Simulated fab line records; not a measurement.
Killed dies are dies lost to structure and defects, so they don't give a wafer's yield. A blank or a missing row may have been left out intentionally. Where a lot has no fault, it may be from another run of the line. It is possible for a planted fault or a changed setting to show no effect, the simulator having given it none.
Lot-split experiment | flow n5Finfet | 21 wafers read from 7 lots, route of 1938 steps

== SPLIT DETAILS ==
At N5_MOL_CONTACT_COAG_ETCH_105 (etches SiARC in CF4, target depth 15.6 nm, time 26 s), the setting biasW was moved away from the recipe's 36 W on 8 of the 21 wafers read, by -16.6% to +17.0%. This setting was run at the recipe's value on the other wafers.

The reading is taken at the split's own step.

== THE READING ==
rfVppV, in V, at N5_MOL_CONTACT_COAG_ETCH_105 (etches SiARC in CF4, target depth 15.6 nm, time 26 s). A value of 184.2 V with a standard deviation of 1.1 V is what fault-free wafers of this fab line usually give.

wafer  | tool, chamber at the split | biasW as run, W | against the recipe | rfVppV, V | against lot-mates on the recipe
L075.2 | rieDiel-02, 2              | 36              | recipe             | 183.8     | -
L075.3 | rieDiel-02, 3              | 36              | recipe             | 187.1     | -
L075.5 | rieDiel-02, 2              | 30.02           | -16.6%             | 162.9     | -22.5
L076.2 | rieDiel-06, 0              | 36              | recipe             | 182.5     | -
L076.3 | rieDiel-06, 2              | 36              | recipe             | 183.1     | -
L076.6 | rieDiel-06, 1              | 30.89           | -14.2%             | 169.3     | -13.5
L080.2 | rieDiel-04, 3              | 34.05           | -5.4%              | 177.8     | no lot-mate on the recipe
L080.3 | rieDiel-04, 2              | 34.05           | -5.4%              | 178.4     | no lot-mate on the recipe
L080.5 | rieDiel-04, 3              | 34.05           | -5.4%              | 178.8     | no lot-mate on the recipe
L082.3 | rieDiel-02, 0              | 36              | recipe             | 182.7     | -
L082.4 | rieDiel-02, 3              | 36              | recipe             | 186.0     | -
L082.6 | rieDiel-02, 3              | 36              | recipe             | 186.0     | -
L085.2 | rieDiel-06, 1              | 36              | recipe             | 184.3     | -
L085.3 | rieDiel-06, 0              | 42.12           | +17.0%             | 204.5     | +20.3
L085.4 | rieDiel-06, 2              | 36              | recipe             | 184.0     | -
L086.1 | rieDiel-04, 1              | 36              | recipe             | 184.0     | -
L086.4 | rieDiel-04, 0              | 41              | +13.9%             | 200.2     | +16.2
L086.5 | rieDiel-04, 2              | 41              | +13.9%             | 201.2     | +17.2
L096.1 | rieDiel-04, 1              | 36              | recipe             | 184.2     | -
L096.4 | rieDiel-04, 2              | 36              | recipe             | 184.4     | -
L096.6 | rieDiel-04, 0              | 36              | recipe             | 185.4     | -

THE FIT
A straight line over all 21 wafers: rfVppV changes by +1.18 V for each +1% of biasW; r = +0.99; the points scatter about the line by 1.3 V.
The same after taking each lot's own level away (the mean of its wafers on the recipe; 18 wafers): +1.19 V for each +1%; r = +0.99; scatter 1.4 V.
On that fit, the largest move of biasW shifts the reading by 20 V.
From 182.80 to 185.45 V: that is the span of the lots' own levels, equal to 2.4 times the standard deviation above.
Hence the lot-to-lot level has little effect on the slope; both slopes agree.
Check: +20.3 V against its lot-mates is what the line predicts for one of the wafers moved furthest among these (+17.0%) when that wafer is left out of the fit. Against them it came out at +20.3 V.
Tool readings at the split's step, against how far the setting was moved: etchRfOnTimeS r = -0.77; rfVppV r = +0.99.

== THESE WAFERS: OTHER SPLITS ==
These wafers also went through other splits before the reading. Each is held against what the fit with the lots' levels taken away leaves over:
other split on the same wafers   | wafers away from the commonest value | r with rfVppV (lot level and that fit taken away)
N5_SDB_COAT_05 spinRpm           | 7                                    | -0.25
N5_HKMG_FIN_COAT_42 spinRpm      | 7                                    | +0.22
N5_HKMG_FIN_ETCH_35 sourceW      | 8                                    | -0.39
N5_HKMG_FIN_ETCH_86 targetDepthA | 11                                   | -0.36

== THE WHOLE CHAIN: every reading that the file lists as answering this split, in the file's order ==
step                         | what it does                                         | reading       | change (the file's fit)              | r (the file's)
N5_MOL_CONTACT_COAG_ETCH_105 | etches SiARC in CF4, target depth 15.6 nm, time 26 s | etchRfOnTimeS | withheld for each +1% of the setting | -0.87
N5_MOL_CONTACT_COAG_ETCH_105 | etches SiARC in CF4, target depth 15.6 nm, time 26 s | rfVppV        | +1.19 V for each +1% of the setting  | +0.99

== FILE'S OWN FIT ==
rfVppV changes by +1.19 V for each +1% of biasW, r = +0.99.
